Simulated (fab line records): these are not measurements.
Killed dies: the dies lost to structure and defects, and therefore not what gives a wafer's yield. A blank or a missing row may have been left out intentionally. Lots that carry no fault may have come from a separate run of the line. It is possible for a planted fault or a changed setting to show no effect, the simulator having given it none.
One fault seen from 2 desks | flow n5-finfet | only its own numbers are on each desk; what lay behind them is given at the end

## AT THE TOOL OWNER'S DESK: cvd-co-02
The tool's own readings at N5_BEOL_M3_CO_CAP_55 (material Co, precursor CCTBA/H2, target thk 2 nm, time 102.1 s): means of the sampled wafers that have a number, for each lot that ran on this tool. Marked OUT: a lot whose mean sits more than 4 standard deviations from the usual mean, which makes it out of limits; the brackets give that distance.
Columns: A = heater-power-w at N5_BEOL_M3_CO_CAP_55, usual 242 W; B = run-length-s at N5_BEOL_M3_CO_CAP_55, usual 124.8 s
lot  | first seen here | A   | B
L843 | day 9 00:20     | 232 | 124.3
L845 | day 9 04:04     | 229 | 124.2
L847 | day 9 18:10     | 226 | 124.7
L852 | day 11 02:32    | 225 | 124.6
L857 | day 12 09:51    | 220 | 95.7 (-66) OUT
This desk's finding: out of limits on L857; first on L857, day 12 09:51 (run-length-s at N5_BEOL_M3_CO_CAP_55). Within limits: L843, L845, L847, L852.

## FROM THE METROLOGY DESK
What the gauges read for every lot (on any tool): the sampled wafers with a number, averaged. Marked OUT: a lot whose mean sits more than 4 standard deviations from the usual mean, which makes it out of limits; the brackets give that distance. Of its 12 readings 7 are shown: those that lie furthest out on some lot.
Columns: A = M4_ILD_THK at N5_BEOL_M4_THK_MEAS_01, usual 78.9 nm; B = DIBL_N at N5_BEOL_M4_RC_MEAS_101, usual 36.6 mV/V; C = IOFF_P at N5_BEOL_M4_RC_MEAS_101, usual 0.22 nA/um; D = ION_N at N5_BEOL_M4_RC_MEAS_101, usual 672 uA/um; E = ION_P at N5_BEOL_M4_RC_MEAS_101, usual 462 uA/um; F = SS_N at N5_BEOL_M4_RC_MEAS_101, usual 71.6 mV/dec; G = VT_P at N5_BEOL_M4_RC_MEAS_101, usual -250 mV
lot  | first seen here | A    | B    | C    | D   | E   | F    | G
L841 | day 8 20:01     | 78.4 | 38.2 | 0.22 | 676 | 462 | 72.2 | -250
L840 | day 8 21:54     | 80.2 | 36.6 | 0.27 | 670 | 470 | 70.7 | -245
L843 | day 9 00:31     | 80.1 | 35.8 | 0.20 | 676 | 465 | 71.2 | -251
L842 | day 9 00:48     | 79.3 | 34.9 | 0.21 | 684 | 477 | 70.6 | -249
L845 | day 9 04:16     | 79.1 | 35.9 | 0.21 | 655 | 457 | 71.6 | -250
L847 | day 9 18:21     | 78.7 | 37.0 | 0.20 | 674 | 458 | 71.7 | -254
L849 | day 10 12:16    | 78.4 | 36.7 | 0.22 | 673 | 463 | 71.3 | -250
L851 | day 11 02:26    | 79.2 | 34.2 | 0.20 | 663 | 462 | 71.6 | -251
L852 | day 11 02:44    | 78.6 | 38.1 | 0.26 | 665 | 463 | 72.1 | -247
L857 | day 12 10:02    | 78.3 | 36.2 | 0.24 | 675 | 464 | 71.8 | -248
L862 | day 13 21:49    | 78.8 | 38.3 | 0.27 | 685 | 467 | 72.0 | -244
This desk found nothing out of limits on any of the 11 lots.

## ALL TOGETHER
An alarm could have come from the tool owner's desk at day 12 09:51, on L857.
From the metrology desk's view, nothing was out of limits.
The metrology desk has L857 on record, within its limits.
All the named lots went through N5_BEOL_M3_CO_CAP_55 on cvd-co-02.

## WHAT THE SIMULATOR HAD PUT IN
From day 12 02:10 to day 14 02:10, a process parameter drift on cvd-co-02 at N5_BEOL_M3_CO_CAP_55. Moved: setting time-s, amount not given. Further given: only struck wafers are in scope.
Struck lots among those shown: L857.
Hours from the fault's start to each desk's first reading out of limits: the tool owner's desk, 8.
